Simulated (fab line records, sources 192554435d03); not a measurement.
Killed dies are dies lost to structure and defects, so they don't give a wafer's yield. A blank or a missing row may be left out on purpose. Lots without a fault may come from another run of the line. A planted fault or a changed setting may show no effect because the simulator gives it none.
Chamber matching | flow n5_finfet | N5_BEOL_M0_CUTY_ETCH_63 on rie_diel-04: 4 sister chambers
The step etches SOC in N2/H2, target depth 82.7 nm, overetch 16.5 nm, time 124 s. 18 wafers are shown with their chamber, then 9 later ones without.

WAFERS WITH THEIR CHAMBER
wafer  | chamber | drypump_motor_current_A (A) | throttle_valve_pct (%) | showerhead_plenum_p_Torr (Torr)
L074.1 | 0       | 4.8                         | 17.40                  | 2.55
L074.2 | 2       | 5.5                         | 17.96                  | 2.51
L074.4 | 1       | 5.3                         | 18.11                  | 2.52
L077.4 | 0       | 4.8                         | 17.38                  | 2.55
L077.5 | 1       | 5.3                         | 18.12                  | 2.52
L077.6 | 2       | 5.5                         | 17.95                  | 2.51
L078.1 | 0       | 4.8                         | 17.40                  | 2.55
L078.2 | 1       | 5.3                         | 18.11                  | 2.52
L078.6 | 0       | 4.8                         | 17.38                  | 2.54
L086.2 | 1       | 5.3                         | 18.18                  | 2.51
L086.4 | 1       | 5.3                         | 18.17                  | 2.51
L086.6 | 3       | 6.3                         | 18.09                  | 2.62
L088.1 | 3       | 6.2                         | 18.10                  | 2.62
L088.5 | 2       | 5.5                         | 17.98                  | 2.50
L088.6 | 1       | 5.3                         | 18.17                  | 2.51
L091.1 | 1       | 5.3                         | 18.16                  | 2.50
L091.2 | 0       | 4.8                         | 17.47                  | 2.53
L091.6 | 2       | 5.5                         | 17.99                  | 2.50

SIGNATURES (means of the wafers above)
reading                  | chamber 0 | chamber 1 | chamber 2 | chamber 3 | scatter within a chamber
drypump_motor_current_A  | 4.800     | 5.300     | 5.500     | 6.250     | 0.0189
throttle_valve_pct       | 17.4060   | 18.1457   | 17.9700   | 18.0950   | 0.0297
showerhead_plenum_p_Torr | 2.5440    | 2.5129    | 2.5050    | 2.6200    | 0.00738
Rule: a wafer's distance from a chamber is the root of the sum, over the readings, of the square of ((its reading less the chamber's mean) divided by the reading's scatter). The wafer belongs to the nearest chamber; if the next one is less than 2 further off, it can't be placed. The scatter: the root of (the sum of the squares of (reading less its chamber's mean) over the shown wafers, divided by (wafers less chambers)).

WAFERS WITHOUT THEIR CHAMBER
wafer  | drypump_motor_current_A (A) | throttle_valve_pct (%) | showerhead_plenum_p_Torr (Torr)
L093.1 | 4.8                         | 17.45                  | 2.53
L093.3 | 5.3                         | 18.18                  | 2.50
L093.4 | 5.5                         | 18.00                  | 2.50
L095.4 | 4.8                         | 17.45                  | 2.53
L095.5 | 5.3                         | 18.18                  | 2.50
L095.6 | 5.5                         | 18.00                  | 2.49
L096.4 | 5.3                         | 18.20                  | 2.50
L096.5 | 5.5                         | 18.01                  | 2.49
L096.6 | 4.8                         | 17.46                  | 2.53

WHICH CHAMBER EACH WENT THROUGH
wafer  | from the rows above | in truth
L093.1 | 0                   | 0
L093.3 | 1                   | 1
L093.4 | 2                   | 2
L095.4 | 0                   | 0
L095.5 | 1                   | 1
L095.6 | 2                   | 2
L096.4 | 1                   | 1
L096.5 | 2                   | 2
L096.6 | 0                   | 0
Placed correctly: 9 of 9. Can't be placed from these rows: 0. Placed wrongly: 0.
